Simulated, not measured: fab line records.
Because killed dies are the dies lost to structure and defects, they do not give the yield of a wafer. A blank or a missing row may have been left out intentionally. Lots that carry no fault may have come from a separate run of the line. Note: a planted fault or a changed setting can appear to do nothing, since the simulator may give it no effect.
fab line records ; flow n5_finfet ; part 1 of 2: steps 1 to 23 of 31
[record] lots = 5; wafers = 15; last_day = 18
route steps=1938 shown BEOL_M13@1699 BEOL_M14@1716
lots that met no fault: taken from a fault-free run of the same line
start_h: hours from the record's first day to the start of the lot's first wafer shown ; wait_h: hours since the lot's step before ; " identical to the entry in the row above ; L1.1+2: a single row standing in for several wafers ; - value missing, or start not given ; * or withheld: withheld ; < > ~ a bound
route shown NAME@n: a module of which the file shows steps, and the number in the route of the first ; usual: the fault-free wafers' mean and standard deviation ; same: alike in all rows ; chamber/n: place in a boat ; sites: the reading at each site ; _std_site: how widely they spread, as a standard deviation ; _edge_site: mean of outer sites minus mean of inner sites ; radius_mm: how far each site lies from the wafer's centre ; mask NAME#n: copy n ; behind: the tool/chamber that last shaped the wafer ; hold: what put the lot on hold/how long, in hours/how the hold closed ; device: transistor that didn't switch, given as n, p or np ; end of line: the same wafers' tests at the end of the route ; a step without rows: its recipe alone ; killed: at the first sort, the dies lost to defects and structure; wafer yield is something else ; map: per-die view of a wafer (x killed, . not killed, _ where there is no die)
set.NAME: the setting as run; set.NAME@STEP: as run at that earlier step ; model.NAME: the simulator's own value behind a step, which no gauge read
lots at some steps of the route; a table a step, a row a wafer
services: a tool's chamber out of use, with start hour (start_h, from the record's first day; less than 0 if before it), hours out, and reason
[[steps]]
[step N5_BEOL_M13_STRIP_37]
[recipe] chemistry = N2/H2; power_w = 1000; temp_c = 250; h2_frac = 0.65; overash_fraction = 0.3; pressure_mtorr = withheld; n2_flow_sccm = 1750; h2_flow_sccm = 3250
[usual] drypump_motor_current_A = 5.8/0.44; heater_power_w = 364/43; oes_product_au = 0.785/0.011
lot.wafer;tool;chamber;start_h;wait_h;drypump_motor_current_A;heater_power_w;oes_product_au;rf_hours_counter_h
L079.1;plasma_asher-02;0;289.09;0.0;6.3;401;0.798;81
L079.2;plasma_asher-02;1;289.09;0.0;5.2;391;0.780;81
L079.5;plasma_asher-02;0;289.09;0.0;6.3;400;0.777;-
L081.1;plasma_asher-01;0;293.32;0.0;5.7;296;0.776;130
L081.4;plasma_asher-01;0;293.32;0.0;5.7;290;0.797;-
L081.6;plasma_asher-01;1;293.32;0.0;6.0;343;0.787;-
L086.2;plasma_asher-02;1;329.98;0.0;5.2;394;0.786;88
L086.4;plasma_asher-02;0;329.98;0.0;6.3;396;0.787;-
L086.5;plasma_asher-02;1;329.98;0.0;5.2;397;0.788;-
L092.1;plasma_asher-02;1;370.31;0.0;5.2;394;0.772;96
L092.2;plasma_asher-02;0;370.31;0.0;6.3;392;0.786;96
L092.5;plasma_asher-02;1;370.31;0.0;5.2;404;0.786;-
L096.1;plasma_asher-01;1;400.48;0.0;6.0;337;0.788;151
L096.5;plasma_asher-01;1;400.48;0.0;6.0;346;0.780;-
L096.6;plasma_asher-01;0;400.48;0.0;5.7;293;0.772;-
[step N5_BEOL_M13_ETCH_38]
[recipe] chemistry = CF4/N2; target = SiCN; target_depth_a = 675; taper_deg = 2; time_s = 71.9; ion_energy_ev = 150; mask_material = SiO2; pressure_mtorr = 40; source_w = 430; bias_w = 70; Ar_flow_sccm = 100; cf4_flow_sccm = 60; n2_flow_sccm = 60
[usual] drypump_motor_current_A = 5.8/0.34; oes_product_au = 0.82/0.085; rf_vpp_V = 383.3/1.9; showerhead_plenum_p_Torr = 2.25/0.067; throttle_valve_pct = 15.39/0.2
lot.wafer;tool;chamber;start_h;wait_h;drypump_motor_current_A;oes_product_au;rf_hours_counter_h;rf_vpp_V;showerhead_plenum_p_Torr;throttle_valve_pct
L079.1;rie_diel-02;1;289.31;-;5.9;0.71;182;382.3;2.20;15.71
L079.2;rie_diel-02;0;289.31;-;6.5;0.99;2;384.9;2.35;15.15
L079.5;rie_diel-02;2;289.31;-;5.2;0.84;-;383.2;2.24;15.40
L081.1;rie_diel-06;0;300.69;-;5.8;0.85;66;384.0;2.25;15.15
L081.4;rie_diel-06;3;300.69;-;5.9;0.79;104;380.9;2.13;15.74
L081.6;rie_diel-06;2;300.69;-;6.0;0.70;-;383.6;2.28;15.22
L086.2;rie_diel-04;2;330.99;-;5.4;0.75;160;383.6;2.31;15.66
L086.4;rie_diel-04;0;330.99;-;6.3;0.92;23;386.2;2.34;15.31
L086.5;rie_diel-04;1;330.99;-;5.8;0.94;-;381.1;2.17;15.24
L092.1;rie_diel-06;3;371.37;-;5.9;0.78;125;379.7;2.13;15.77
L092.2;rie_diel-06;0;371.37;-;5.8;0.83;86;382.7;2.24;15.19
L092.5;rie_diel-06;0;371.37;-;5.9;0.83;-;383.1;2.24;15.18
L096.1;rie_diel-04;3;402.27;-;5.4;0.78;129;383.2;2.22;15.29
L096.5;rie_diel-04;2;402.27;-;5.4;0.73;-;384.7;2.30;15.70
L096.6;rie_diel-04;1;402.27;-;5.8;0.90;-;380.2;2.16;15.28
[step N5_BEOL_M13_PRECLEAN_39]
[recipe] chemistry = residue_remover; time_s = 60; temp_c = 40
[usual] bath_guard_temp_C = 40.0/0.52
lot.wafer;tool;chamber;start_h;wait_h;bath_guard_temp_C
L079.1;wet_bench-04;5;289.44;0.1;39.4
L079.2;wet_bench-04;6;289.44;0.1;40.5
L079.5;wet_bench-04;4;289.44;0.1;40.2
L081.1;wet_bench-04;2;300.82;0.1;39.4
L081.4;wet_bench-04;0;300.82;0.1;39.2
L081.6;wet_bench-04;3;300.82;0.1;40.3
L086.2;wet_bench-05;2;331.12;0.1;39.3
L086.4;wet_bench-05;3;331.12;0.1;39.9
L086.5;wet_bench-05;7;331.12;0.1;40.8
L092.1;wet_bench-03;0;371.50;0.1;39.3
L092.2;wet_bench-03;7;371.50;0.1;40.5
L092.5;wet_bench-03;1;371.50;0.1;40.7
L096.1;wet_bench-05;0;402.40;0.1;39.9
L096.5;wet_bench-05;1;402.40;0.1;39.7
L096.6;wet_bench-05;5;402.40;0.1;39.3
[step N5_BEOL_M13_SRD_40]
[recipe] time_s = 30; temp_c = 23; rinse_liquid = diw; dry = n2_spin; spin_rpm = 1500; dry_time_s = 30
lot.wafer;tool;chamber;start_h;wait_h
L079.1+2+5;wet_bench-04;5,6,4;289.46;0.0
L081.1+4+6;wet_bench-04;2,0,3;300.84;0.0
L086.2+4+5;wet_bench-05;2,3,7;331.14;0.0
L092.1+2+5;wet_bench-03;0,7,1;371.52;0.0
L096.1+5+6;wet_bench-05;0,1,5;402.41;0.0
[step N5_BEOL_M13_DEGAS_41]
[recipe] ambient = vacuum; temp_c = 250; time_s = 60
[usual] heater_power_w = 320/27
lot.wafer;tool;chamber;start_h;wait_h;heater_power_w
L079.1;pvd_sputter-01;-;289.96;0.5;319
L079.2;pvd_sputter-01;-;289.96;0.5;309
L079.5;pvd_sputter-01;-;289.96;0.5;329
L081.1;pvd_sputter-02;-;301.19;0.3;384
L081.4;pvd_sputter-02;-;301.19;0.3;289
L081.6;pvd_sputter-02;-;301.19;0.3;386
L086.2;pvd_sputter-02;-;331.42;0.3;292
L086.4;pvd_sputter-02;-;331.42;0.3;366
L086.5;pvd_sputter-02;-;331.42;0.3;377
L092.1;pvd_sputter-01;-;371.80;0.3;311
L092.2;pvd_sputter-01;-;371.80;0.3;328
L092.5;pvd_sputter-01;-;371.80;0.3;324
L096.1;pvd_sputter-01;-;402.83;0.4;309
L096.5;pvd_sputter-01;-;402.83;0.4;316
L096.6;pvd_sputter-01;-;402.83;0.4;334
[step N5_BEOL_M13_PRE_CLEAN_42]
[recipe] gas = H2/He; time_s = 30; temp_c = 250
[usual] heater_power_w = 320/27
lot.wafer;tool;chamber;start_h;wait_h;heater_power_w
L079.1;pvd_sputter-01;-;290.00;0.0;323
L079.2;pvd_sputter-01;-;290.00;0.0;312
L079.5;pvd_sputter-01;-;290.00;0.0;334
L081.1;pvd_sputter-02;-;301.23;0.0;384
L081.4;pvd_sputter-02;-;301.23;0.0;288
L081.6;pvd_sputter-02;-;301.23;0.0;377
L086.2;pvd_sputter-02;-;331.46;0.0;297
L086.4;pvd_sputter-02;-;331.46;0.0;378
L086.5;pvd_sputter-02;-;331.46;0.0;365
L092.1;pvd_sputter-01;-;371.84;0.0;305
L092.2;pvd_sputter-01;-;371.84;0.0;335
L092.5;pvd_sputter-01;-;371.84;0.0;314
L096.1;pvd_sputter-01;-;402.87;0.0;314
L096.5;pvd_sputter-01;-;402.87;0.0;314
L096.6;pvd_sputter-01;-;402.87;0.0;345
[step N5_BEOL_M13_SPUTTER_43]
[recipe] material = TaN; target_thk_a = 150; temp_c = 50; bias_v = 168.6; power_w = 15000; chamber_pressure_pa = 0.12; time_s = 24.19
[usual] chamber_pressure_pa = 0.12/0.00024; throttle_valve_pct = 29.9/1
lot.wafer;tool;chamber;start_h;wait_h;chamber_pressure_pa;throttle_valve_pct
L079.1;pvd_sputter-01;-;290.04;0.0;0.12061;29.5
L079.2;pvd_sputter-01;-;290.04;0.0;0.12002;30.6
L079.5;pvd_sputter-01;-;290.04;0.0;0.11984;30.6
L081.1;pvd_sputter-02;-;301.27;0.0;0.11998;29.2
L081.4;pvd_sputter-02;-;301.27;0.0;0.12008;29.9
L081.6;pvd_sputter-02;-;301.27;0.0;0.11986;28.8
L086.2;pvd_sputter-02;-;331.50;0.0;0.11978;29.2
L086.4;pvd_sputter-02;-;331.50;0.0;0.11993;29.1
L086.5;pvd_sputter-02;-;331.50;0.0;0.11976;28.1
L092.1;pvd_sputter-01;-;371.88;0.0;0.11995;30.9
L092.2;pvd_sputter-01;-;371.88;0.0;0.12015;30.8
L092.5;pvd_sputter-01;-;371.88;0.0;0.12014;31.6
L096.1;pvd_sputter-01;-;402.91;0.0;0.11965;30.8
L096.5;pvd_sputter-01;-;402.91;0.0;0.11981;30.7
L096.6;pvd_sputter-01;-;402.91;0.0;0.12014;30.3
[step N5_BEOL_M13_SPUTTER_44]
[recipe] material = Ta; target_thk_a = 100; temp_c = 50; bias_v = 80; power_w = 15000; chamber_pressure_pa = 0.07; time_s = 16.13
[usual] chamber_pressure_pa = 0.07002/0.00014; throttle_valve_pct = 30.0/1
lot.wafer;tool;chamber;start_h;wait_h;chamber_pressure_pa;throttle_valve_pct
L079.1;pvd_sputter-01;-;290.12;0.0;0.07003;29.3
L079.2;pvd_sputter-01;-;290.12;0.0;0.06981;31.0
L079.5;pvd_sputter-01;-;290.12;0.0;0.07034;30.8
L081.1;pvd_sputter-02;-;301.35;0.0;0.0699;28.9
L081.4;pvd_sputter-02;-;301.35;0.0;0.07008;29.9
L081.6;pvd_sputter-02;-;301.35;0.0;0.06998;28.9
L086.2;pvd_sputter-02;-;331.58;0.0;0.06977;29.0
L086.4;pvd_sputter-02;-;331.58;0.0;0.07021;28.9
L086.5;pvd_sputter-02;-;331.58;0.0;0.0699;28.0
L092.1;pvd_sputter-01;-;371.96;0.0;0.07;30.9
L092.2;pvd_sputter-01;-;371.96;0.0;0.07012;30.5
L092.5;pvd_sputter-01;-;371.96;0.0;0.06999;31.7
L096.1;pvd_sputter-01;-;402.99;0.0;0.0699;30.7
L096.5;pvd_sputter-01;-;402.99;0.0;0.06996;30.7
L096.6;pvd_sputter-01;-;402.99;0.0;0.07013;30.8
[step N5_BEOL_M13_SPUTTER_45]
[recipe] material = Cu; target_thk_a = 800; temp_c = -20; bias_v = 60; power_w = 26000; chamber_pressure_pa = 0.13; time_s = 13.33
[usual] chamber_pressure_pa = 0.13/0.00027; throttle_valve_pct = 29.9/0.98
lot.wafer;tool;chamber;start_h;wait_h;chamber_pressure_pa;throttle_valve_pct
L079.1;pvd_sputter-01;-;290.20;0.0;0.13022;29.2
L079.2;pvd_sputter-01;-;290.20;0.0;0.12982;30.7
L079.5;pvd_sputter-01;-;290.20;0.0;0.1302;30.9
L081.1;pvd_sputter-02;-;301.43;0.0;0.12937;28.9
L081.4;pvd_sputter-02;-;301.43;0.0;0.13021;30.2
L081.6;pvd_sputter-02;-;301.43;0.0;0.12918;28.7
L086.2;pvd_sputter-02;-;331.66;0.0;0.12981;29.1
L086.4;pvd_sputter-02;-;331.66;0.0;0.13034;28.9
L086.5;pvd_sputter-02;-;331.66;0.0;0.13014;28.0
L092.1;pvd_sputter-01;-;372.04;0.0;0.12978;30.7
L092.2;pvd_sputter-01;-;372.04;0.0;0.13008;30.5
L092.5;pvd_sputter-01;-;372.04;0.0;0.13002;31.8
L096.1;pvd_sputter-01;-;403.07;0.0;0.12994;30.6
L096.5;pvd_sputter-01;-;403.07;0.0;0.12996;31.0
L096.6;pvd_sputter-01;-;403.07;0.0;0.13018;30.5
[step N5_BEOL_M13_ECD_47]
[recipe] material = Cu; target_thk_a = 9360
lot.wafer;tool;chamber;start_h;wait_h
L079.1+2+5;ecd_cu-02;0,1,1;290.31;0.1
L081.1+4+6;ecd_cu-01;0;301.58;0.1
L086.2+4+5;ecd_cu-02;0,0,1;331.78;0.1
L092.1+2+5;ecd_cu-01;1,0,1;372.15;0.1
L096.1+5+6;ecd_cu-02;1,1,0;403.19;0.1
[step N5_BEOL_M13_ANNEAL_48]
[recipe] temp_c = 225; time_s = 90; ambient = N2
[usual] anneal_temp_c_max = 225.9/0.46; wafer_temp_C_max = 225.91/0.28
lot.wafer;tool;chamber;start_h;wait_h;anneal_temp_c_max;wafer_temp_C_max
L079.1;rtp_anneal-02;0;290.60;0.2;227.0;225.65
L079.2;rtp_anneal-02;0;290.60;0.2;226.9;225.95
L079.5;rtp_anneal-02;0;290.60;0.2;226.4;225.61
L081.1;rtp_anneal-01;0;301.95;0.3;225.3;226.10
L081.4;rtp_anneal-01;0;301.95;0.3;225.7;226.45
L081.6;rtp_anneal-01;0;301.95;0.3;226.0;226.34
L086.2;rtp_anneal-01;0;331.99;0.2;225.2;226.09
L086.4;rtp_anneal-01;0;331.99;0.2;225.5;226.13
L086.5;rtp_anneal-01;0;331.99;0.2;225.2;226.32
L092.1;rtp_anneal-01;0;372.32;0.1;225.4;226.01
L092.2;rtp_anneal-01;0;372.32;0.1;225.7;225.68
L092.5;rtp_anneal-01;0;372.32;0.1;225.4;226.24
L096.1;rtp_anneal-02;0;403.41;0.2;225.7;225.33
L096.5;rtp_anneal-02;0;403.41;0.2;226.8;225.97
L096.6;rtp_anneal-02;0;403.41;0.2;226.4;226.13
[step N5_BEOL_M13_CMP_49]
[recipe] stop_on = SiOC; t_overpolish_s = 17.1; down_force_psi = 1; platen_rpm = 50; clearing_platen_down_force_psi = 1.5; clearing_platen_rpm = 50; post_cmp_clean = cu_alkaline; target_thk_nm = 420; clearing_platen_pad_velocity_m_s = 0.99484; pad_velocity_m_s = 0.99484
[usual] barrier_field_endpoint_s = 30.3/0.82; clearing_platen_rpm = 49.999/0.025; head_pressure_psi = 1.0000/0.0023; motor_current_A = 6.0/0.42; overpolish_run_s = 17.101/0.0093
lot.wafer;tool;chamber;start_h;wait_h;barrier_field_endpoint_s;clearing_platen_rpm;head_pressure_psi;motor_current_A;overpolish_run_s
L079.1;cmp-01;2;290.93;0.3;31.0;50.008;0.9972;5.6;17.075
L079.2;cmp-01;0;290.93;0.3;30.3;50.034;1.0026;6.3;17.106
L079.5;cmp-01;2;290.93;0.3;30.1;50.017;0.9955;5.4;17.101
L081.1;cmp-03;3;302.29;0.3;30.1;50.005;1.0033;5.6;17.091
L081.4;cmp-03;0;302.29;0.3;31.8;50.027;1.0016;5.8;17.101
L081.6;cmp-03;3;302.29;0.3;30.4;50.006;1.0049;5.7;17.108
L086.2;cmp-01;0;332.31;0.3;29.8;49.978;1.0001;6.6;17.109
L086.4;cmp-01;1;332.31;0.3;30.5;49.974;1.0034;5.7;17.107
L086.5;cmp-01;3;332.31;0.3;30.1;50.014;1.0012;6.8;17.106
L092.1;cmp-01;1;372.65;0.3;30.9;50.048;0.9978;5.9;17.099
L092.2;cmp-01;3;372.65;0.3;31.0;50.003;0.9975;6.8;17.110
L092.5;cmp-01;1;372.65;0.3;30.7;49.989;1.0006;5.8;17.083
L096.1;cmp-02;0;403.78;0.3;30.4;49.949;1.0014;6.6;17.097
L096.6;cmp-02;2;403.78;0.3;28.5;50.009;1.0003;5.7;17.096
L096.5;cmp-02;3;403.78;0.3;31.1;49.970;1.0019;5.9;17.100
[step N5_BEOL_M13_THK_MEAS_50]
[recipe] thk_meas_gauge = xrf; reads = Cu_of_BEOL_M13_ECD_47
[usual] M13_THK = 421/8.5
lot.wafer;tool;chamber;start_h;wait_h;M13_THK[nm]
L079.1;film_metro-02;-;291.19;-;433
L079.2;film_metro-02;-;291.19;-;421
L079.5;film_metro-02;-;291.19;-;421
L081.1;film_metro-02;-;302.54;-;415
L081.4;film_metro-02;-;302.54;-;423
L081.6;film_metro-02;-;302.54;-;421
L086.2;film_metro-02;-;332.53;-;421
L086.4;film_metro-02;-;332.53;-;428
L086.5;film_metro-02;-;332.53;-;427
L092.1;film_metro-02;-;372.91;-;416
L092.2;film_metro-02;-;372.91;-;414
L092.5;film_metro-02;-;372.91;-;443
L096.1;film_metro-02;-;404.00;-;426
L096.5;film_metro-02;-;404.00;-;421
L096.6;film_metro-02;-;404.00;-;429
[step N5_BEOL_M13_PRE_CLEAN_52]
[recipe] gas = NH3; time_s = 15; temp_c = withheld; rf_power_w = 300
lot.wafer;tool;chamber;start_h;wait_h
L079.1+2+5;pecvd-01;2,0,0;291.23;0.0
L081.1+4+6;pecvd-01;0,2,1;302.60;0.1
L086.2+4+5;pecvd-02;2,1,2;332.57;0.0
L092.1+2+5;pecvd-04;0,1,1;372.95;0.0
L096.1+5+6;pecvd-04;2,0,2;404.04;0.0
[step N5_BEOL_M13_DEP_53]
[recipe] material = SiCN; target_thk_a = 500; temp_c = withheld; precursor = 3MS/NH3; pressure_torr = 3; rf_w = 675; time_s = 17.8
[usual] showerhead_plenum_p_Torr = 4.164/0.017; showerhead_vpp_V = 1632/75; throttle_valve_pct = 18.3/0.83
lot.wafer;tool;chamber;start_h;wait_h;showerhead_plenum_p_Torr;showerhead_vpp_V;throttle_valve_pct
L079.1;pecvd-01;2;291.25;0.0;4.144;1698;18.0
L079.2;pecvd-01;0;291.25;0.0;4.199;1619;18.6
L079.5;pecvd-01;0;291.25;0.0;4.193;1635;18.6
L081.1;pecvd-01;0;302.63;0.0;4.189;1635;18.5
L081.4;pecvd-01;2;302.63;0.0;4.145;1694;18.0
L081.6;pecvd-01;1;302.63;0.0;4.145;1549;18.9
L086.2;pecvd-02;2;332.59;0.0;4.154;1807;17.4
L086.4;pecvd-02;1;332.59;0.0;4.158;1553;18.2
L086.5;pecvd-02;2;332.59;0.0;4.162;1778;17.2
L092.1;pecvd-04;0;372.97;0.0;4.168;1571;18.1
L092.2;pecvd-04;1;372.97;0.0;4.205;1700;21.2
L092.5;pecvd-04;1;372.97;0.0;4.215;1662;21.0
L096.1;pecvd-04;2;404.08;0.0;4.163;1590;18.6
L096.5;pecvd-04;0;404.08;0.0;4.157;1609;18.4
L096.6;pecvd-04;2;404.08;0.0;4.159;1570;18.5
[step N5_BEOL_M13_RS_MEAS_54]
[recipe] thk_meas_gauge = four-point-probe; reads = Cu_of_BEOL_M13_ECD_47+Ta_of_BEOL_M13_SPUTTER_44+TaN_of_BEOL_M13_SPUTTER_43
[usual] M13_RS = 0.0450/0.00083
lot.wafer;tool;chamber;start_h;wait_h;M13_RS[ohm/sq]
L079.1;film_metro-02;-;291.32;0.0;0.0439
L079.2;film_metro-02;-;291.32;0.0;0.0451
L079.5;film_metro-02;-;291.32;0.0;0.0453
L081.1;film_metro-01;-;302.70;0.0;0.0462
L081.4;film_metro-01;-;302.70;0.0;0.0449
L081.6;film_metro-01;-;302.70;0.0;0.0452
L086.2;film_metro-01;-;332.68;0.1;0.0453
L086.4;film_metro-01;-;332.68;0.1;0.0446
L086.5;film_metro-01;-;332.68;0.1;0.0451
L092.1;film_metro-02;-;373.04;0.0;0.0462
L092.2;film_metro-02;-;373.04;0.0;0.0466
L092.5;film_metro-02;-;373.04;0.0;0.0434
L096.1;film_metro-02;-;404.16;0.1;0.0451
L096.5;film_metro-02;-;404.16;0.1;0.0457
L096.6;film_metro-02;-;404.16;0.1;0.0447
[step N5_BEOL_M13_INSPECT_55]
[recipe] inspect_instrument = darkfield; mode = post_dep
[usual] raw_defect_count = 65/22
lot.wafer;tool;chamber;start_h;wait_h;raw_defect_count
L079.1;defect_inspect-02;-;291.35;0.0;95
L079.2;defect_inspect-02;-;291.35;0.0;61
L079.5;defect_inspect-02;-;291.35;0.0;101
L081.1;defect_inspect-02;-;302.72;0.0;58
L081.4;defect_inspect-02;-;302.72;0.0;67
L081.6;defect_inspect-02;-;302.72;0.0;55
L086.2;defect_inspect-01;-;332.70;0.0;55
L086.4;defect_inspect-01;-;332.70;0.0;93
L086.5;defect_inspect-01;-;332.70;0.0;47
L092.1;defect_inspect-02;-;373.06;0.0;108
L092.2;defect_inspect-02;-;373.06;0.0;85
L092.5;defect_inspect-02;-;373.06;0.0;81
L096.1;defect_inspect-01;-;404.19;0.0;55
L096.5;defect_inspect-01;-;404.19;0.0;62
L096.6;defect_inspect-01;-;404.19;0.0;54
[step N5_BEOL_M14_ILD_DEP_00]
[recipe] material = SiO2; target_thk_a = 11193; temp_c = 400; precursor = TEOS/O2; pressure_torr = 6.5; rf_w = 900; teos_flow_sccm = 161.4; gas = O2; flow_sccm = 2650; time_s = 237.4
[usual] heater_power_outer_w = 303/63; heater_power_w = 559/110; showerhead_plenum_p_Torr = 8.35/0.032; showerhead_vpp_V = 1855/71; throttle_valve_pct = 19.0/0.99
lot.wafer;tool;chamber;start_h;wait_h;heater_power_outer_w;heater_power_w;showerhead_plenum_p_Torr;showerhead_vpp_V;throttle_valve_pct
L079.1;pecvd-03;0;291.38;0.0;354;607;8.38;1916;17.5
L079.2;pecvd-03;2;291.38;0.0;239;434;8.35;1736;17.7
L079.5;pecvd-03;0;291.38;0.0;249;463;8.35;1944;17.8
L081.1;pecvd-04;1;302.76;0.0;249;443;8.42;1946;21.8
L081.4;pecvd-04;2;302.76;0.0;418;714;8.32;1852;18.9
L081.6;pecvd-04;1;302.76;0.0;283;480;8.42;1933;21.9
L086.2;pecvd-01;1;332.74;0.0;367;652;8.30;1778;19.4
L086.4;pecvd-01;0;332.74;0.0;369;678;8.41;1880;19.0
L086.5;pecvd-01;2;332.74;0.0;282;554;8.33;1922;18.8
L092.1;pecvd-01;1;373.10;0.0;312;584;8.31;1819;19.3
L092.2;pecvd-01;2;373.10;0.0;221;472;8.34;1976;18.6
L092.5;pecvd-01;0;373.10;0.0;270;538;8.40;1889;19.1
L096.1;pecvd-04;2;404.22;0.0;329;600;8.34;1857;19.1
L096.5;pecvd-04;0;404.22;0.0;199;374;8.34;1865;18.9
L096.6;pecvd-04;2;404.22;0.0;422;710;8.35;1914;19.4
[step N5_BEOL_M14_THK_MEAS_01]
[recipe] reads = SiO2_of_BEOL_M14_ILD_DEP_00
[usual] M14_ILD_THK = 1112/15
lot.wafer;tool;chamber;start_h;wait_h;M14_ILD_THK[nm]
L079.1;film_metro-01;-;291.57;0.1;1116
L079.2;film_metro-01;-;291.57;0.1;1117
L079.5;film_metro-01;-;291.57;0.1;1134
L081.1;film_metro-01;-;302.95;0.1;1101
L081.4;film_metro-01;-;302.95;0.1;1101
L081.6;film_metro-01;-;302.95;0.1;1117
L086.2;film_metro-02;-;332.93;0.1;1122
L086.4;film_metro-02;-;332.93;0.1;1139
L086.5;film_metro-02;-;332.93;0.1;1150
L092.1;film_metro-02;-;373.29;0.1;1109
L092.2;film_metro-02;-;373.29;0.1;1108
L092.5;film_metro-02;-;373.29;0.1;1131
L096.1;film_metro-01;-;404.49;0.2;1106
L096.5;film_metro-01;-;404.49;0.2;1103
L096.6;film_metro-01;-;404.49;0.2;1135
[step N5_BEOL_M14_COAT_58]
[recipe] resist = BARC; temp_c = 205; time_s = 60; spin_rpm = 1500; resist_thk_nm = 89
[usual] dispense_pressure_kPa = 51.3/1.1; plate_temp_C = 205.00/0.16
lot.wafer;tool;chamber;start_h;wait_h;dispense_pressure_kPa;plate_temp_C
L079.1;litho_track-01;0;291.60;0.0;50.7;205.06
L079.2;litho_track-01;0;291.60;0.0;50.7;204.99
L079.5;litho_track-01;0;291.60;0.0;50.7;204.82
L081.1;litho_track-04;0;302.98;0.0;50.1;204.93
L081.4;litho_track-04;0;302.98;0.0;50.1;204.88
L081.6;litho_track-04;0;302.98;0.0;50.1;204.74
L086.2;litho_track-01;0;332.96;0.0;50.7;205.27
L086.4;litho_track-01;0;332.96;0.0;50.8;205.31
L086.5;litho_track-01;0;332.96;0.0;50.7;205.19
L092.1;litho_track-05;0;373.32;0.0;52.8;204.80
L092.2;litho_track-05;0;373.32;0.0;52.8;204.86
L092.5;litho_track-05;0;373.32;0.0;52.7;204.95
L096.1;litho_track-01;0;404.52;0.0;50.8;204.87
L096.5;litho_track-01;0;404.52;0.0;50.7;204.64
L096.6;litho_track-01;0;404.52;0.0;50.8;204.92
[step N5_BEOL_M14_COAT_04]
[recipe] spin_rpm = 1704; resist_thk_nm = 800
[usual] dispense_pressure_kPa = 51.2/1.2
lot.wafer;tool;chamber;start_h;wait_h;dispense_pressure_kPa
L079.1;litho_track-01;0;-;-;50.7
L079.2;litho_track-01;0;-;-;50.7
L079.5;litho_track-01;0;-;-;50.7
L081.1;litho_track-04;0;-;-;50.0
L081.4;litho_track-04;0;-;-;50.0
L081.6;litho_track-04;0;-;-;50.0
L086.2;litho_track-01;0;-;-;50.6
L086.4;litho_track-01;0;-;-;50.7
L086.5;litho_track-01;0;-;-;50.7
L092.1;litho_track-05;0;-;-;52.8
L092.2;litho_track-05;0;-;-;52.8
L092.5;litho_track-05;0;-;-;52.8
L096.1;litho_track-01;0;-;-;50.6
L096.5;litho_track-01;0;-;-;50.7
L096.6;litho_track-01;0;-;-;50.6
[step N5_BEOL_M14_EBR_06]
[recipe] solvent = PGMEA; ebr_width_mm = 1.5
lot.wafer;tool;chamber;start_h;wait_h
L079.1+2+5;litho_track-01;0;-;-
L081.1+4+6;litho_track-04;0;-;-
L086.2+4+5;litho_track-01;0;-;-
L092.1+2+5;litho_track-05;0;-;-
L096.1+5+6;litho_track-01;0;-;-
[step N5_BEOL_M14_SOFTBAKE_05]
[recipe] temp_c = 130; time_s = 60
[usual] plate_temp_C = 130.00/0.15
lot.wafer;tool;chamber;start_h;wait_h;plate_temp_C
L079.1;litho_track-01;0;-;-;130.03
L079.2;litho_track-01;0;-;-;129.95
L079.5;litho_track-01;0;-;-;129.83
L081.1;litho_track-04;0;-;-;129.97
L081.4;litho_track-04;0;-;-;129.93
L081.6;litho_track-04;0;-;-;129.87
L086.2;litho_track-01;0;-;-;129.91
L086.4;litho_track-01;0;-;-;129.93
L086.5;litho_track-01;0;-;-;130.02
L092.1;litho_track-05;0;-;-;130.26
L092.2;litho_track-05;0;-;-;129.99
L092.5;litho_track-05;0;-;-;129.95
L096.1;litho_track-01;0;-;-;130.00
L096.5;litho_track-01;0;-;-;130.00
L096.6;litho_track-01;0;-;-;129.94
